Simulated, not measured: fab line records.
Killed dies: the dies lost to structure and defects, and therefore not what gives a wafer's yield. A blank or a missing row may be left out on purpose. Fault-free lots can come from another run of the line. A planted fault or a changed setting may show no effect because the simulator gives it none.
fab line records	flow n5-finfet
[record] lots = 10	wafers = 29	last-day = 18
route steps=1938 shown BEOL_M4@1111 BEOL_M10@1531 BEOL_M11@1536 PASSIVATION@1936
lots that met no fault: taken from a fault-free run of the same line
start-h: the number of hours between the record's first day and the start of the first shown wafer of the lot	wait-h: hours elapsed since this lot's preceding step	" unchanged from the row above	L1.1+2: one row covering several wafers at once	- no value, or no start given	* or withheld: withheld	< > ~ a bound
route shown NAME@n: a module of which the file shows steps, and the number in the route of the first	usual: mean/standard deviation of fault-free wafers	same: alike in all rows	chamber/n: place in a boat	sites: the reading at each site	_std_site: the standard deviation of these	_edge_site: mean of outer sites minus mean of inner sites	radius-mm: how far each site lies from the wafer's centre	mask NAME#n: copy n	behind: the last tool/chamber to shape the wafer	hold: what put the lot on hold/how long, in hours/how the hold closed	device: names the non-switching transistor (n, p or np)	end of line: the same wafers' tests at the end of the route	a step with no rows: only its recipe	killed: dies that structure and defects cost at the first sort, which is not the same as the wafer's yield	map: the dies of a wafer, with x for killed, . for not killed, _ for no die there
set.NAME: the run value of the setting; set.NAME@STEP: its run value at that earlier step	model.NAME: the simulator's own value behind a step, which no gauge read
steps of the route over a sample of lots; a table a step, a row a wafer
services: from which hour (start-h, from the record's first day; less than 0 if before it) a tool's chamber was out of use, for how many hours, and why
[[steps]]
[step N5_BEOL_M4_RC_MEAS_101]
[usual] DIBL_N = 36.4/1.9	DIBL_P = 35.8/2.1	IOFF_N = 0.158/0.029	IOFF_P = 0.21/0.035	ION_N = 676/14	ION_P = 465/9.7	SS_N = 71.5/0.66	SS_P = 73.4/0.7	VT_N = 249.8/3	VT_P = -250/3.3
lot.wafer	tool	chamber	start-h	wait-h	DIBL_N[mV/V]	DIBL_P[mV/V]	IOFF_N[nA/um]	IOFF_P[nA/um]	ION_N[uA/um]	ION_P[uA/um]	SS_N[mV/dec]	SS_P[mV/dec]	VT_N[mV]	VT_P[mV]
L445.1	prober-01	0	202.33	0.0	38.5	39.9	0.219	0.27	677	463	71.9	75.0	242.7	-249
L445.4	"	0	"	"	37.8	36.8	0.196	0.21	677	455	72.8	73.8	249.7	-251
L445.6	"	0	"	"	37.9	37.4	0.190	0.21	665	452	72.8	74.1	250.0	-253
L447.3	prober-02	0	202.43	0.3	38.1	37.1	0.194	0.26	698	479	71.5	73.5	243.8	-245
L447.4	"	0	"	"	37.7	36.5	0.180	0.25	703	489	71.7	73.9	246.4	-247
L447.6	"	0	"	"	35.1	33.8	0.139	0.21	691	482	70.8	72.7	249.2	-247
L446.2	prober-01	0	203.42	0.7	34.4	34.7	0.131	0.20	649	451	71.3	73.2	250.7	-249
L446.4	"	0	"	"	33.5	33.8	0.116	0.19	652	456	70.9	73.1	254.2	-249
L446.6	"	0	"	"	34.8	35.7	0.143	0.22	674	473	71.7	73.1	250.6	-248
L448.4	prober-01	0	209.79	0.5	37.6	38.6	0.163	0.19	661	446	70.9	73.8	250.5	-253
L448.5	"	0	"	"	35.9	36.5	0.137	0.17	650	443	71.0	73.6	253.8	-256
L448.6	"	0	"	"	36.8	36.9	0.157	0.17	659	446	71.7	73.1	250.6	-257
L449.1	prober-02	0	211.23	0.3	38.7	39.5	0.200	0.23	693	465	72.1	74.2	246.4	-250
L449.3	"	0	"	"	37.0	37.7	0.170	0.21	694	473	71.2	73.7	248.1	-253
L457.1	prober-02	0	276.91	0.0	38.2	38.0	0.187	0.21	678	465	72.9	73.3	248.1	-250
L457.2	"	0	"	"	33.7	33.5	0.113	0.15	663	456	70.5	71.4	253.5	-253
L457.3	"	0	"	"	36.4	36.1	0.148	0.18	675	452	71.4	73.2	250.3	-253
L459.1	prober-01	0	282.14	0.0	36.4	36.5	0.190	0.23	687	469	71.2	73.5	245.3	-252
L459.3	"	0	"	"	36.7	37.1	0.190	0.23	686	462	71.8	73.0	244.6	-249
L459.4	"	0	"	"	36.3	34.9	0.168	0.19	662	455	71.9	72.3	247.2	-251
L461.1	prober-02	0	302.32	0.0	37.2	36.5	0.184	0.24	702	483	71.8	73.5	245.4	-248
L461.2	"	0	"	"	35.7	33.7	0.157	0.20	689	468	71.6	72.7	246.4	-250
L461.4	"	0	"	"	38.0	36.4	0.185	0.23	687	467	72.3	73.7	245.8	-250
L463.2	prober-02	0	306.54	0.3	35.8	34.8	0.155	0.21	671	469	71.1	73.4	250.0	-249
L463.3	"	0	"	"	35.2	34.1	0.142	0.19	666	459	71.3	73.4	251.1	-248
L463.5	"	0	"	"	34.1	31.6	0.117	0.16	656	448	71.0	72.0	250.5	-251
L465.2	prober-02	0	329.41	0.2	38.4	37.8	0.196	0.23	676	461	72.1	73.7	247.2	-247
L465.5	"	0	"	"	35.8	33.4	0.134	0.17	666	454	70.3	72.7	250.9	-251
L465.6	"	0	"	"	39.0	37.1	0.208	0.23	665	457	72.7	73.9	247.2	-250
[step N5_BEOL_M10_THK_MEAS_53]
[recipe] thk-meas-gauge = xrf	reads = Cu_of_BEOL_M10_ECD_50
[usual] M10_THK = 146/3.1
lot.wafer	tool	chamber	start-h	wait-h	M10_THK[nm]
L447.3	film-metro-01	-	258.36	-	146
L447.4	"	-	"	"	149
L447.6	"	-	"	"	146
L445.1	film-metro-01	-	260.40	-	151
L445.4	"	-	"	"	148
L445.6	"	-	"	"	148
L446.2	film-metro-01	-	260.56	-	145
L446.4	"	-	"	"	142
L446.6	"	-	"	"	140
L448.4	film-metro-01	-	265.95	-	146
L448.5	"	-	"	"	151
L448.6	"	-	"	"	151
L449.1	film-metro-01	-	267.01	-	142
L449.3	"	-	"	"	145
L457.1	film-metro-01	-	332.31	-	148
L457.2	"	-	"	"	150
L457.3	"	-	"	"	148
L459.1	film-metro-01	-	342.55	-	144
L459.3	"	-	"	"	149
L459.4	"	-	"	"	145
L461.1	film-metro-01	-	362.67	-	141
L461.2	"	-	"	"	143
L461.4	"	-	"	"	148
L463.2	film-metro-02	-	365.73	-	148
L463.3	"	-	"	"	145
L463.5	"	-	"	"	145
L465.2	film-metro-01	-	385.65	-	141
L465.5	"	-	"	"	148
L465.6	"	-	"	"	147
[step N5_BEOL_M10_DEP_56]
[recipe] material = SiCN	target-thk-a = 150	temp-c = withheld	precursor = 3MS/NH3	pressure-torr = 3	rf-w = 202	time-s = 26.5
[usual] showerhead-plenum-p-Torr = 3.668/0.011	throttle-valve-pct = 9.0/0.56
[same] time-s = 26.5
lot.wafer	tool	chamber	start-h	wait-h	showerhead-plenum-p-Torr	throttle-valve-pct
L447.3	pecvd-02	0	258.42	0.0	3.678	8.6
L447.4	"	2	"	"	3.654	8.6
L447.6	"	0	"	"	3.675	8.9
L445.1	pecvd-01	0	260.48	0.0	3.668	10.0
L445.4	"	0	"	"	3.663	9.9
L445.6	"	2	"	"	3.659	8.6
L446.2	pecvd-02	1	260.62	0.0	3.677	8.9
L446.4	"	0	"	"	3.680	8.9
L446.6	"	1	"	"	3.687	8.6
L448.4	pecvd-01	1	266.03	0.0	3.674	9.2
L448.5	"	0	"	"	3.664	9.7
L448.6	"	2	"	"	3.671	8.7
L449.1	pecvd-01	1	267.08	0.0	3.671	9.5
L449.3	"	0	"	"	3.671	9.9
L457.1	pecvd-01	1	332.37	0.0	3.674	9.2
L457.2	"	2	"	"	3.675	8.6
L457.3	"	0	"	"	3.675	9.7
L459.1	pecvd-01	0	342.61	0.0	3.658	9.7
L459.3	"	2	"	"	3.675	8.4
L459.4	"	1	"	"	3.674	9.4
L461.1	pecvd-02	1	362.73	0.0	3.675	8.7
L461.2	"	0	"	"	3.669	8.8
L461.4	"	2	"	"	3.661	8.7
L463.2	pecvd-02	2	365.79	0.0	3.667	8.8
L463.3	"	1	"	"	3.676	8.7
L463.5	"	1	"	"	3.686	8.6
L465.2	pecvd-02	2	385.71	0.0	3.656	8.7
L465.5	"	1	"	"	3.680	8.6
L465.6	"	0	"	"	3.679	8.7
[step N5_BEOL_M10_RS_MEAS_57]
[recipe] thk-meas-gauge = four-point-probe	reads = Cu_of_BEOL_M10_ECD_50+Co_of_BEOL_M10_CVD_75+TaN_of_BEOL_M10_ALD_74
[usual] M10_RS = 0.149/0.0035
lot.wafer	tool	chamber	start-h	wait-h	M10_RS[ohm/sq]
L447.3	film-metro-02	-	258.49	0.1	0.146
L447.4	"	-	"	"	0.144
L447.6	"	-	"	"	0.148
L445.1	film-metro-02	-	260.57	0.1	0.143
L445.4	"	-	"	"	0.148
L445.6	"	-	"	"	0.147
L446.2	film-metro-01	-	260.70	0.1	0.151
L446.4	"	-	"	"	0.153
L446.6	"	-	"	"	0.156
L448.4	film-metro-02	-	266.09	0.0	0.150
L448.5	"	-	"	"	0.145
L448.6	"	-	"	"	0.145
L449.1	film-metro-02	-	267.15	0.1	0.152
L449.3	"	-	"	"	0.149
L457.1	film-metro-02	-	332.44	0.1	0.148
L457.2	"	-	"	"	0.145
L457.3	"	-	"	"	0.148
L459.1	film-metro-02	-	342.68	0.1	0.152
L459.3	"	-	"	"	0.146
L459.4	"	-	"	"	0.151
L461.1	film-metro-01	-	362.80	0.1	0.153
L461.2	"	-	"	"	0.151
L461.4	"	-	"	"	0.146
L463.2	film-metro-02	-	365.86	0.1	0.147
L463.3	"	-	"	"	0.150
L463.5	"	-	"	"	0.150
L465.2	film-metro-01	-	385.79	0.1	0.155
L465.5	"	-	"	"	0.146
L465.6	"	-	"	"	0.147
[step N5_BEOL_M11_ILD_DEP_00]
[recipe] material = SiCOH_lowk	target-thk-a = 3085.1	temp-c = 300	precursor = DEMS/porogen	pressure-torr = 5	rf-w = 500	time-s = 58
[usual] heater-power-w = 307/51	run-length-s = 101.0/0.45	showerhead-plenum-p-Torr = 5.744/0.011	throttle-valve-pct = 14.0/0.76
lot.wafer	tool	chamber	start-h	wait-h	heater-power-w	run-length-s	showerhead-plenum-p-Torr	throttle-valve-pct
L447.3	pecvd-01	2	258.58	0.1	416	101.2	5.736	12.9
L447.4	"	0	"	"	345	100.0	5.742	14.9
L447.6	"	0	"	"	349	100.2	5.737	14.7
L445.1	pecvd-03	1	260.63	0.0	372	101.7	5.715	15.8
L445.4	"	1	"	"	373	101.6	5.737	16.1
L445.6	"	0	"	"	308	101.6	5.739	14.5
L446.2	pecvd-01	2	260.76	0.0	415	101.1	5.749	13.0
L446.4	"	0	"	"	346	100.6	5.748	14.9
L446.6	"	2	"	"	429	101.7	5.747	13.0
L448.4	pecvd-04	2	266.18	0.1	307	100.8	5.747	14.0
L448.5	"	1	"	"	285	101.0	5.747	13.6
L448.6	"	0	"	"	260	100.9	5.736	13.6
L449.1	pecvd-04	0	267.21	0.0	254	100.6	5.747	13.6
L449.3	"	2	"	"	292	101.3	5.755	14.0
L457.1	pecvd-04	2	332.51	0.0	323	101.1	5.754	14.1
L457.2	"	1	"	"	230	101.3	5.748	13.7
L457.3	"	0	"	"	237	129.4	5.759	13.6
L459.1	pecvd-04	0	342.74	0.0	260	101.1	5.758	13.4
L459.3	"	2	"	"	257	128.3	5.755	14.1
L459.4	"	2	"	"	280	101.4	5.738	14.2
L461.1	pecvd-03	1	362.86	0.0	390	101.1	5.745	16.0
L461.2	"	0	"	"	303	101.7	5.723	14.3
L461.4	"	1	"	"	386	101.6	5.743	16.1
L463.2	pecvd-03	1	365.92	0.0	343	101.3	5.731	15.9
L463.3	"	2	"	"	345	101.3	5.726	13.1
L463.5	"	1	"	"	351	102.0	5.735	15.9
L465.2	pecvd-03	1	385.85	0.0	368	101.5	5.735	16.2
L465.5	"	2	"	"	351	101.6	5.730	13.3
L465.6	"	0	"	"	264	101.3	5.726	14.2
[step N5_BEOL_M11_THK_MEAS_01]
[recipe] reads = SiCOH_lowk_of_BEOL_M11_ILD_DEP_00
[usual] M11_ILD_THK = 267/3.7
lot.wafer	tool	chamber	start-h	wait-h	M11_ILD_THK[nm]
L447.3	film-metro-01	-	259.65	0.5	271
L447.4	"	-	"	"	269
L447.6	"	-	"	"	270
L445.1	film-metro-02	-	261.24	0.4	266
L445.4	"	-	"	"	270
L445.6	"	-	"	"	270
L446.2	film-metro-01	-	261.38	0.4	268
L446.4	"	-	"	"	272
L446.6	"	-	"	"	271
L448.4	film-metro-01	-	267.22	0.4	266
L448.5	"	-	"	"	263
L448.6	"	-	"	"	267
L449.1	film-metro-01	-	267.81	0.4	258
L449.3	"	-	"	"	260
L457.1	film-metro-02	-	333.10	0.4	269
L457.2	"	-	"	"	263
L457.3	"	-	"	"	394
L459.1	film-metro-02	-	343.33	0.4	267
L459.3	"	-	"	"	402
L459.4	"	-	"	"	276
L461.1	film-metro-01	-	363.45	0.4	264
L461.2	"	-	"	"	264
L461.4	"	-	"	"	265
L463.2	film-metro-02	-	366.52	0.4	260
L463.3	"	-	"	"	260
L463.5	"	-	"	"	262
L465.2	film-metro-02	-	386.44	0.4	264
L465.5	"	-	"	"	272
L465.6	"	-	"	"	268
[step N5_PASSIVATION_PROBE_49]
[usual] defect-limited-yield = 91.3/1.3	killed_at_M0_to_M3 = 34/9.1	killed_at_M4_up = 14/5.6	killed-at-contacts = 13/5.9	killed-at-front-end = 39/11	killed-at-other = 3.6/3	killed-dies = 102/16	killed-on-rim = 13/4	killed-open = 68/12	killed-short = 33/7.3	sort_bin_5_function = 5.2/0.89	sort_bin_6_memory = 3.2/0.68	sort_bin_8_speed = 0.00/0.027	sort-n-pass = 1078/16	sort-yield-pct = 91.3/1.3
[same] gross-dies = 1180	killed-at-back-side = 0	sort_bin_4_leakage[%] = 0
lot.wafer	tool	chamber	start-h	wait-h	defect-limited-yield[%]	killed_at_M0_to_M3	killed_at_M4_up	killed-at-contacts	killed-at-front-end	killed-at-other	killed-dies	killed-on-rim	killed-open	killed-short	sort_bin_5_function[%]	sort_bin_6_memory[%]	sort_bin_8_speed[%]	sort-n-pass	sort-yield-pct[%]
L446.2	prober-02	-	304.23	0.1	90.0	35	16	19	40	8	118	14	77	38	5.4	4.3	0.08	1061	89.9
L446.4	prober-02	-	304.33	0.2	89.2	46	8	28	39	7	128	14	90	36	6.6	3.8	0	1052	89.2
L446.6	prober-02	-	304.43	0.3	89.2	42	14	17	49	5	127	19	93	34	6.9	3.7	0	1053	89.2
L445.1	prober-02	-	309.24	0.0	91.2	39	11	11	42	1	104	19	69	35	5.3	3.0	0	1076	91.2
L445.4	prober-02	-	309.39	0.2	92.0	17	18	7	46	6	94	10	56	38	4.7	3.0	0	1086	92.0
L445.6	prober-02	-	309.49	0.3	91.0	28	14	8	49	7	106	25	75	27	4.9	3.6	0	1074	91.0
L447.3	prober-02	-	313.52	0.1	91.9	28	8	5	47	8	96	17	60	34	4.7	3.4	0	1084	91.9
L447.4	prober-02	-	313.57	0.2	90.3	37	11	8	52	6	114	11	71	42	6.4	2.9	0	1066	90.3
L447.6	prober-02	-	313.67	0.3	89.9	40	16	13	48	2	119	22	85	33	5.3	4.5	0	1061	89.9
L448.4	prober-01	-	317.69	0.2	89.7	29	19	24	49	0	121	16	79	42	5.7	4.3	0	1059	89.7
L448.5	prober-01	-	317.74	0.2	92.3	24	19	8	37	3	91	9	62	29	4.9	2.5	0	1089	92.3
L448.6	prober-01	-	317.79	0.3	92.0	29	7	18	40	0	94	15	67	27	4.4	2.9	0	1086	92.0
L449.1	prober-02	-	319.29	0.0	90.3	44	18	6	46	1	115	14	68	45	6.1	2.8	0	1065	90.3
L449.3	prober-02	-	319.39	0.1	91.5	25	7	1	60	7	100	16	61	38	4.8	3.2	0	1080	91.5
L457.1	prober-02	-	381.00	0.0	92.1	33	18	8	30	4	93	9	61	32	4.6	3.1	0	1087	92.1
L457.2	prober-02	-	381.05	0.1	93.4	32	9	4	29	4	78	6	45	33	4.1	2.4	0	1102	93.4
L457.3	prober-02	-	381.10	0.1	0	45	1087	10	33	5	1180	152	77	33	96.3	3.5	0	0	0
L459.1	prober-01	-	397.93	0.0	90.7	53	21	4	30	2	110	19	70	39	5.4	3.4	0	1070	90.7
L459.3	prober-01	-	398.03	0.1	0	57	1078	14	31	0	1180	152	85	31	95.6	4.0	0	0	0
L459.4	prober-01	-	398.08	0.2	90.7	42	18	12	29	9	110	17	79	28	5.8	3.1	0	1070	90.7
L461.1	prober-02	-	416.10	0.0	92.9	24	16	12	29	3	84	11	49	35	4.6	2.1	0	1096	92.9
L461.2	prober-02	-	416.15	0.1	91.4	23	17	7	54	0	101	19	66	30	4.7	3.2	0	1079	91.4
L461.4	prober-02	-	416.25	0.2	91.4	46	7	9	39	0	101	7	64	36	5.7	2.7	0	1079	91.4
L463.2	prober-02	-	417.43	0.1	90.8	38	25	14	31	1	109	21	75	32	6.8	2.2	0	1071	90.8
L463.3	prober-02	-	417.48	0.1	92.2	31	8	10	41	2	92	11	54	38	4.9	2.6	0	1088	92.2
L463.5	prober-02	-	417.58	0.2	92.4	39	15	6	29	1	90	10	47	41	4.3	3.0	0	1090	92.4
L465.2	prober-02	-	439.32	0.1	91.6	49	7	13	27	3	99	11	73	24	4.4	3.8	0	1081	91.6
L465.5	prober-02	-	439.47	0.2	92.4	23	11	15	38	3	90	18	68	21	4.9	2.5	0	1090	92.4
L465.6	prober-02	-	439.52	0.3	92.2	27	7	28	23	7	92	11	59	33	4.5	3.0	0	1088	92.2
// killed by level:class
L446.2 MOL_CONTACT_COAG:geometric-particle:open=12 STI_FIN_REVEAL:geometric-particle:open=9 BEOL_M3:geometric-particle:open=8 MOL_CONTACT_COAG:geometric-particle:short=7 DUMMY_GATE:geometric-particle:open=6 BEOL_M1:geometric-particle:open=6 FIN_SAQP:geometric-particle:short=5 BEOL_M0_SAQP:geometric-particle:open=5
L446.4 MOL_CONTACT_COAG:geometric-particle:open=25 BEOL_M0_SAQP:geometric-particle:open=12 BEOL_M1:geometric-particle:open=8 BEOL_M0_SAQP:geometric-particle:short=7 BEOL_M2:geometric-particle:open=7 BEOL_M3:geometric-particle:open=6 FIN_SAQP:geometric-particle:open=5 STARTING-WAFER:geometric-particle:open=4
L446.6 STI_FIN_REVEAL:geometric-particle:open=20 BEOL_M3:geometric-particle:open=15 MOL_CONTACT_COAG:geometric-particle:open=15 FIN_SAQP:geometric-particle:open=7 BEOL_M0_SAQP:geometric-particle:open=7 BEOL_M4:geometric-particle:open=7 DUMMY_GATE:geometric-particle:open=6 BEOL_M0_SAQP:geometric-particle:short=5
L445.1 FIN_SAQP:geometric-particle:short=15 BEOL_M2:geometric-particle:open=12 MOL_CONTACT_COAG:geometric-particle:open=9 FIN_SAQP:geometric-particle:open=7 BEOL_M1:geometric-particle:open=7 BEOL_M3:geometric-particle:open=7 BEOL_M0_SAQP:geometric-particle:open=5 STI_FIN_REVEAL:geometric-particle:open=4
L445.4 STI_FIN_REVEAL:geometric-particle:open=13 FIN_SAQP:geometric-particle:open=7 FIN_SAQP:geometric-particle:short=7 MOL_CONTACT_COAG:geometric-particle:open=7 BEOL_M0_SAQP:geometric-particle:short=7 BEOL_M4:geometric-particle:short=7 GATE_CUT:geometric-particle:short=5 BEOL_M5:geometric-particle:open=3
L445.6 BEOL_M2:geometric-particle:open=13 STI_FIN_REVEAL:geometric-particle:open=12 MOL_CONTACT_COAG:geometric-particle:open=8 FIN_SAQP:geometric-particle:short=7 BEOL_M4:geometric-particle:open=6 GATE_CUT:geometric-particle:short=5 BEOL_M3:geometric-particle:open=5 BEOL_M0_SAQP:geometric-particle:open=4
L447.3 STI_FIN_REVEAL:geometric-particle:open=15 GATE_CUT:geometric-particle:short=8 STI_FIN_REVEAL:geometric-particle:short=7 BEOL_M0_SAQP:geometric-particle:open=5 BEOL_M1:geometric-particle:open=5 BEOL_M3:geometric-particle:open=5 DUMMY_GATE:geometric-particle:open=4 BEOL_M2:geometric-particle:open=4
L447.4 FIN_SAQP:geometric-particle:short=12 STI_FIN_REVEAL:geometric-particle:open=12 BEOL_M1:geometric-particle:open=8 BEOL_M2:geometric-particle:open=8 FIN_SAQP:geometric-particle:open=7 MOL_CONTACT_COAG:geometric-particle:open=7 BEOL_M3:geometric-particle:open=6 BEOL_M0_SAQP:geometric-particle:short=5
L447.6 BEOL_M2:geometric-particle:open=11 BEOL_M4:geometric-particle:open=11 STI_FIN_REVEAL:geometric-particle:open=10 GATE_CUT:geometric-particle:short=10 MOL_CONTACT_COAG:geometric-particle:open=10 GATE_CUT:geometric-particle:open=9 BEOL_M3:geometric-particle:open=7 BEOL_M0_SAQP:geometric-particle:open=6
L448.4 MOL_CONTACT_COAG:geometric-particle:open=18 FIN_SAQP:geometric-particle:short=12 BEOL_M4:geometric-particle:open=10 BEOL_M0_SAQP:geometric-particle:short=10 FIN_SAQP:geometric-particle:open=9 STI_FIN_REVEAL:geometric-particle:open=8 MOL_CONTACT_COAG:geometric-particle:short=6 DUMMY_GATE:geometric-particle:open=6
L448.5 BEOL_M4:geometric-particle:open=13 BEOL_M1:geometric-particle:open=12 FIN_SAQP:geometric-particle:short=6 GATE_CUT:geometric-particle:open=6 MOL_CONTACT_COAG:geometric-particle:open=6 STI_FIN_REVEAL:geometric-particle:open=5 DUMMY_GATE:geometric-particle:open=5 GATE_CUT:geometric-particle:short=4
L448.6 FIN_SAQP:geometric-particle:open=17 MOL_CONTACT_COAG:geometric-particle:open=13 BEOL_M0_SAQP:geometric-particle:open=9 BEOL_M0_SAQP:geometric-particle:short=7 BEOL_M1:geometric-particle:open=6 FIN_SAQP:geometric-particle:short=5 DUMMY_GATE:geometric-particle:open=5 MOL_CONTACT_COAG:geometric-particle:short=5
L449.1 FIN_SAQP:geometric-particle:short=14 BEOL_M0_SAQP:geometric-particle:short=14 BEOL_M0_SAQP:geometric-particle:open=13 FIN_SAQP:geometric-particle:open=8 BEOL_M4:geometric-particle:open=8 BEOL_M1:geometric-particle:open=6 STI_FIN_REVEAL:geometric-particle:open=5 GATE_CUT:geometric-particle:open=5
L449.3 STI_FIN_REVEAL:geometric-particle:open=14 FIN_SAQP:geometric-particle:short=13 BEOL_M1:geometric-particle:open=7 ILD0:geometric-particle:short=6 FIN_SAQP:geometric-particle:open=4 STI_FIN_REVEAL:geometric-particle:short=4 GATE_CUT:geometric-particle:short=4 BEOL_M0_SAQP:geometric-particle:short=4
L457.1 BEOL_M2:geometric-particle:open=15 BEOL_M4:geometric-particle:open=8 FIN_SAQP:geometric-particle:open=6 STI_FIN_REVEAL:geometric-particle:open=6 BEOL_M3:geometric-particle:open=6 MOL_CONTACT_COAG:geometric-particle:open=5 BEOL_M4:geometric-particle:short=5 FIN_SAQP:geometric-particle:short=4
L457.2 BEOL_M2:geometric-particle:open=8 GATE_CUT:geometric-particle:short=6 BEOL_M0_SAQP:geometric-particle:short=6 BEOL_M3:geometric-particle:open=6 FIN_SAQP:geometric-particle:short=5 BEOL_M0_SAQP:geometric-particle:open=5 FIN_SAQP:geometric-particle:open=4 BEOL_M4:geometric-particle:open=4
L457.3 BEOL_M11:area-etch=1068 BEOL_M3:geometric-particle:open=14 MOL_CONTACT_COAG:geometric-particle:open=9 BEOL_M4:geometric-particle:open=9 STI_FIN_REVEAL:geometric-particle:open=7 BEOL_M2:geometric-particle:open=7 BEOL_M4:geometric-particle:short=7 FIN_SAQP:geometric-particle:open=6
L459.1 BEOL_M0_SAQP:geometric-particle:open=17 BEOL_M0_SAQP:geometric-particle:short=14 BEOL_M4:geometric-particle:open=13 FIN_SAQP:geometric-particle:open=6 FIN_SAQP:geometric-particle:short=6 BEOL_M2:geometric-particle:open=6 BEOL_M1:geometric-particle:open=4 BEOL_M2:geometric-particle:short=4
L459.3 BEOL_M11:area-etch=1063 BEOL_M0_SAQP:geometric-particle:open=23 BEOL_M2:geometric-particle:open=12 MOL_CONTACT_COAG:geometric-particle:open=11 BEOL_M4:geometric-particle:open=9 BEOL_M0_SAQP:geometric-particle:short=8 STI_FIN_REVEAL:geometric-particle:open=7 BEOL_M3:geometric-particle:open=6
L459.4 BEOL_M0_SAQP:geometric-particle:open=14 MOL_CONTACT_COAG:geometric-particle:open=12 BEOL_M4:geometric-particle:open=11 BEOL_M2:geometric-particle:open=8 BEOL_M3:geometric-particle:open=6 STI_FIN_REVEAL:geometric-particle:open=4 BEOL_M0_SAQP:geometric-particle:short=4 FIN_SAQP:geometric-particle:open=3
L461.1 BEOL_M3:geometric-particle:open=11 MOL_CONTACT_COAG:geometric-particle:open=9 BEOL_M4:geometric-particle:open=8 FIN_SAQP:geometric-particle:short=6 BEOL_M0_SAQP:geometric-particle:short=5 STI_FIN_REVEAL:geometric-particle:open=4 BEOL_M4:geometric-particle:short=4 STI_FIN_REVEAL:geometric-particle:short=3
L461.2 STI_FIN_REVEAL:geometric-particle:open=22 FIN_SAQP:geometric-particle:open=8 BEOL_M0_SAQP:geometric-particle:short=8 MOL_CONTACT_COAG:geometric-particle:open=7 STI_FIN_REVEAL:geometric-particle:short=6 BEOL_M8:geometric-particle:open=5 BEOL_M3:geometric-particle:open=5 HKMG_FIN:area-etch=5
L461.4 BEOL_M0_SAQP:geometric-particle:short=15 BEOL_M0_SAQP:geometric-particle:open=12 FIN_SAQP:geometric-particle:open=11 DUMMY_GATE:geometric-particle:open=8 MOL_CONTACT_COAG:geometric-particle:open=7 BEOL_M3:geometric-particle:open=6 FIN_SAQP:geometric-particle:short=5 BEOL_M1:geometric-particle:short=4
L463.2 MOL_CONTACT_COAG:geometric-particle:open=10 BEOL_M2:geometric-particle:open=10 BEOL_M0_SAQP:geometric-particle:open=9 FIN_SAQP:geometric-particle:open=7 BEOL_M0_SAQP:geometric-particle:short=6 BEOL_M3:geometric-particle:open=6 DUMMY_GATE:geometric-particle:open=5 GATE_CUT:geometric-particle:short=5
L463.3 FIN_SAQP:geometric-particle:short=9 FIN_SAQP:geometric-particle:open=9 MOL_CONTACT_COAG:geometric-particle:open=9 BEOL_M0_SAQP:geometric-particle:short=7 BEOL_M0_SAQP:geometric-particle:open=7 DUMMY_GATE:geometric-particle:open=5 BEOL_M2:geometric-particle:open=5 BEOL_M3:geometric-particle:open=5
L463.5 BEOL_M0_SAQP:geometric-particle:short=11 BEOL_M0_SAQP:geometric-particle:open=8 GATE_CUT:geometric-particle:short=7 BEOL_M1:geometric-particle:short=7 BEOL_M3:geometric-particle:open=7 FIN_SAQP:geometric-particle:short=5 MOL_CONTACT_COAG:geometric-particle:open=5 BEOL_M2:geometric-particle:open=5
L465.2 BEOL_M2:geometric-particle:open=18 BEOL_M3:geometric-particle:open=13 MOL_CONTACT_COAG:geometric-particle:open=12 STI_FIN_REVEAL:geometric-particle:open=8 FIN_SAQP:geometric-particle:short=7 BEOL_M0_SAQP:geometric-particle:open=6 BEOL_M1:geometric-particle:open=4 BEOL_M3:geometric-particle:short=4
L465.5 MOL_CONTACT_COAG:geometric-particle:open=13 FIN_SAQP:geometric-particle:open=10 STI_FIN_REVEAL:geometric-particle:open=7 BEOL_M4:geometric-particle:open=6 BEOL_M1:geometric-particle:open=6 FIN_SAQP:geometric-particle:short=5 ILD0:geometric-particle:open=4 BEOL_M0_SAQP:geometric-particle:open=4
L465.6 MOL_CONTACT_COAG:geometric-particle:open=24 BEOL_M3:geometric-particle:open=8 BEOL_M0_SAQP:geometric-particle:short=5 FIN_SAQP:geometric-particle:open=4 ILD0:geometric-particle:open=4 MOL_CONTACT_COAG:geometric-particle:short=4 BEOL_M1:geometric-particle:open=4 STARTING-WAFER:geometric-particle:short=4
[[services]]
tool	chamber	start-h	hours	kind
pecvd-03	-	240.43	0.4	repair
pecvd-02	-	240.75	5.5	pm
pecvd-01	1	257.34	4.4	repair
pecvd-01	0	261.67	2.1	scheduled-down
pecvd-01	-	283.93	1.5	repair
pecvd-04	2	295.10	2.1	scheduled-down
pecvd-03	-	304.54	5.5	pm
pecvd-03	-	332.36	0.8	pm
pecvd-03	2	337.88	15.0	repair
pecvd-04	0	360.53	5.8	repair
pecvd-01	2	381.79	3.1	repair
pecvd-04	1	383.62	-	clean
pecvd-04	1	383.62	-	consumable-replace:showerhead
pecvd-04	1	383.62	29.0	scheduled-down
pecvd-04	1	383.62	29.0	vent-cycle
pecvd-01	2	385.67	5.5	scheduled-down
[[key]]
[first-sign] step = N5_BEOL_M11_ILD_DEP_00	reading = run-length-s	direction = up	sigmas = 61	usual = *	struck = *
[effect] step = N5_BEOL_M11_THK_MEAS_01	reading = M11_ILD_THK	direction = up	sigmas = 35	usual = 267	struck = 398
[effect] step = N5_PASSIVATION_PROBE_49	reading = killed_at_M4_up	direction = up	sigmas = 99+	usual = 14	struck = 1082
[more-kills-born-at] N5_BEOL_M11_ETCH_41@rie-diel-06 = 1068	N5_BEOL_M11_ETCH_41@rie-diel-02 = 1063
met-at N5_BEOL_M11_ILD_DEP_00
struck-lots L457,L459
struck-wafers L457.3,L459.3
later-rows-left-out L457.3,L459.3
not-acting-at N5_BEOL_M10_THK_MEAS_53,N5_BEOL_M10_DEP_56,N5_BEOL_M10_RS_MEAS_57
onset-between 267.21 332.51
[fault] kind = process-parameter-drift	tool = pecvd-04	chamber = -	onset-h = 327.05	steps = N5_BEOL_M11_ILD_DEP_00	channel = time-s	offset = *	shape = step	end-h = 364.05	scope = struck-wafers-only	acts-in = *	stated = *
// later-rows-left-out: the simulator's readings of these wafers behind a module that went badly wrong aren't trusted and aren't shown, but for the sort
